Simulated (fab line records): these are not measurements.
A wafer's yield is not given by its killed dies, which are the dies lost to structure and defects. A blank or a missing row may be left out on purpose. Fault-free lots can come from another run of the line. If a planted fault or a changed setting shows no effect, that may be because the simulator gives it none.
8D (eight disciplines) problem report, filled in by code    flow nand_harc    the parts of the form that need people (team, actions taken, sign-off) are left out

## 1. WHAT WENT WRONG
oes_product_au at NHARC_A_CONTACT_ETCH_98 reads a mean of 0.718 a.u. on 6 wafers of 2 lots; wafers without a fault read 0.959 a.u. with a standard deviation of 0.024. Relative to the usual mean, that is a shift of -10 standard deviations.
The step: etches the open film in C4F6/O2, target depth 20 nm, time 10 s.
First observed at day 19 19:29: wafer L409.2, on rie_diel-12. At this step, 33 wafers from 11 lots have a number in the record. The rule behind "out" and "out of limits": a value lying over 4 standard deviations away from the usual mean. The other wafers with a number count as sound.

## 2. WHAT IT IS, AND WHAT IT ISN'T
question                     is                      is not
which readings at this step  oes_product_au          drypump_motor_current_A, o2_flow_sccm, rf_vpp_V, showerhead_plenum_p_Torr, throttle_valve_pct
which lots                   L408, L409              L397, L406, L407, L410, L411, L412, L416, L417, L420
which wafers of those lots   all that have a number  -
read on which tools          rie_diel-12             rie_diel-02, rie_diel-04
when                         from day 19 19:29       up to then (6 sound wafers); but 21 sound wafers of L407, L410, L411, L412, L416, L417, L420 came after

## 3. WHAT RULES OUT EACH SUSPECT
Counting: a tool at a process step up to the reading stays a suspect if it ran every lot that is out and no sound lot after the first of them.
- rie_diel-12 at NHARC_A_CONTACT_ETCH_98 (etches the open film in C4F6/O2, target depth 20 nm, time 10 s): kept. It processed each lot that is out, first L409 at day 19 19:29, and no sound lot thereafter; up to then, the last sound lot it processed was L397 at day 17 06:40. Its own oes_product_au readings are out on those wafers.
After counting, what remains is rie_diel-12 at NHARC_A_CONTACT_ETCH_98.

## 4. THE CAUSE (what the simulator had put in)
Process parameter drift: rie_diel-12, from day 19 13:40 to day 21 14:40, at NHARC_A_CONTACT_ETCH_98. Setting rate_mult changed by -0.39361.
Counting left only this tool.

## 5. SEQUENCE OF EFFECTS, ordered by route
One row per reading whose mean, taken over the struck wafers that have a number, lies over 3 standard deviations from the usual. Only readings whose record carries a usual standard deviation are examined. hours: median over the lots of the time between each lot's start at the first step of this table that gives one and its start at this step. sigmas: the change, counted in usual standard deviations.
hours  step                     reading         usual       on struck wafers  change  sigmas
0      NHARC_A_CONTACT_ETCH_98  oes_product_au  0.959 a.u.  0.718             -0.241  -10
Process steps it contains:
- NHARC_A_CONTACT_ETCH_98: etches the open film in C4F6/O2, target depth 20 nm, time 10 s.

## 6. HOW IT WOULD HAVE BEEN CAUGHT EARLIER
The fault began at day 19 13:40; the first out-of-limits reading in this record came at day 19 19:29, 6 hours later.
